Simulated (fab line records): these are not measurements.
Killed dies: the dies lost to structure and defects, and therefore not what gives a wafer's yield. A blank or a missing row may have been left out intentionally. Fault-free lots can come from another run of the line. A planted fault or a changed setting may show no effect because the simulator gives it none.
Lot-split experiment | flow n5Finfet | 7 lots, 21 wafers read, on a route of 1938 steps

== ON THE SPLIT ==
At N5_BEOL_M12_COAT_66 (time 60 s, resist thk 110 nm), the setting spinRpm was moved away from the recipe's 1500 rpm on 5 of the 21 wafers read, by -9.1% to -5.5%. All remaining wafers had this setting at the recipe value.

== FROM THE SPLIT TO THE READING: what the file shows between them, 4 steps ==
- N5_BEOL_M12_COAT_22: resist thk 300 nm
- N5_BEOL_M12_EBR_24
- N5_BEOL_M12_DESCUM_33: chemistry O2, time 7.9 s
- N5_BEOL_M12_ETCH_67: etches SiARC in CF4, target depth 143 nm, time 238.3 s

== THE READING ==
SiARC_of_BEOL_M12_COAT_66.thkNm (the simulator's own value, which no gauge read), in nm, at N5_BEOL_M12_ETCH_68 (etches SOC in N2/H2, time 285 s). There is no usual value for it anywhere in the file. Across the 16 wafers here that went through the recipe, the average is 85.4 nm and the standard deviation 0.61 nm.

wafer  | tool, chamber at the split | spinRpm as run, rpm | against the recipe | SiARC_of_BEOL_M12_COAT_66.thkNm, nm | against lot-mates on the recipe
L079.2 | lithoTrack-03, 0           | 1500                | recipe             | 85.2                                | -
L079.5 | lithoTrack-03, 0           | 1500                | recipe             | 85.4                                | -
L079.6 | lithoTrack-03, 0           | 1500                | recipe             | 85.4                                | -
L081.1 | lithoTrack-03, 0           | 1500                | recipe             | 84.6                                | -
L081.3 | lithoTrack-03, 0           | 1500                | recipe             | 85.4                                | -
L081.5 | lithoTrack-03, 0           | 1500                | recipe             | 84.8                                | -
L083.1 | lithoTrack-03, 0           | 1500                | recipe             | 86.6                                | -
L083.3 | lithoTrack-03, 0           | 1500                | recipe             | 85.4                                | -
L083.4 | lithoTrack-03, 0           | 1500                | recipe             | 86.2                                | -
L084.2 | lithoTrack-02, 0           | 1500                | recipe             | 84.4                                | -
L084.5 | lithoTrack-02, 0           | 1500                | recipe             | 85                                  | -
L084.6 | lithoTrack-02, 0           | 1500                | recipe             | 84.8                                | -
L091.2 | lithoTrack-03, 0           | 1363                | -9.1%              | 91.2                                | +5.4
L091.6 | lithoTrack-03, 0           | 1363                | -9.1%              | 91.2                                | +5.4
L091.4 | lithoTrack-03, 0           | 1500                | recipe             | 85.8                                | -
L094.1 | lithoTrack-03, 0           | 1417                | -5.5%              | 90.4                                | +4.3
L094.2 | lithoTrack-03, 0           | 1500                | recipe             | 86.4                                | -
L094.3 | lithoTrack-03, 0           | 1500                | recipe             | 85.8                                | -
L095.1 | lithoTrack-02, 0           | 1500                | recipe             | 85.6                                | -
L095.2 | lithoTrack-02, 0           | 1391                | -7.3%              | 90.6                                | +5.0
L095.3 | lithoTrack-02, 0           | 1391                | -7.3%              | 89.8                                | +4.2

FIT RESULTS
A straight line over all 21 wafers: SiARC_of_BEOL_M12_COAT_66.thkNm changes by -0.664 nm for each +1% of spinRpm; r = -0.96; the points scatter about the line by 0.66 nm.
The same after taking each lot's own level away (the mean of its wafers on the recipe; 21 wafers): -0.622 nm for each +1%; r = -0.99; scatter 0.38 nm.
Per that fit: largest spinRpm move, reading shift of 5.7 nm.
The span of the lots' own levels, 84.73 to 86.10 nm, comes to 2.2 times the standard deviation stated above.
Hence the lot-to-lot level has little effect on the slope; both slopes agree.
Check: +5.82 nm against its lot-mates is what the line predicts for one of the wafers moved furthest among these (-9.1%) when that wafer is left out of the fit. Against them it came out at +5.4 nm.

== THE WHOLE CHAIN: every reading that the file lists as answering this split, in the file's order ==
step                | what it does                                           | reading                                                                          | change (the file's fit)               | r (the file's)
N5_BEOL_M12_COAT_66 | time 60 s, resist thk 110 nm                           | SiARC_of_BEOL_M12_COAT_66.thkNm (the simulator's own value, which no gauge read) | -0.596 nm for each +1% of the setting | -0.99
N5_BEOL_M12_ETCH_67 | etches SiARC in CF4, target depth 143 nm, time 238.3 s | etch.depthNm (the simulator's own value, which no gauge read)                    | -0.594 nm for each +1% of the setting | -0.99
N5_BEOL_M12_ETCH_67 | etches SiARC in CF4, target depth 143 nm, time 238.3 s | coat_of_BEOL_M12_COAT_22.thkNm (the simulator's own value, which no gauge read)  | +0.339 nm for each +1% of the setting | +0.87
N5_BEOL_M12_ETCH_68 | etches SOC in N2/H2, time 285 s                        | SiARC_of_BEOL_M12_COAT_66.thkNm (the simulator's own value, which no gauge read) | -0.639 nm for each +1% of the setting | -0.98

== THE FILE'S OWN FIT ==
SiARC_of_BEOL_M12_COAT_66.thkNm changes by -0.639 nm for each +1% of spinRpm, r = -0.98.
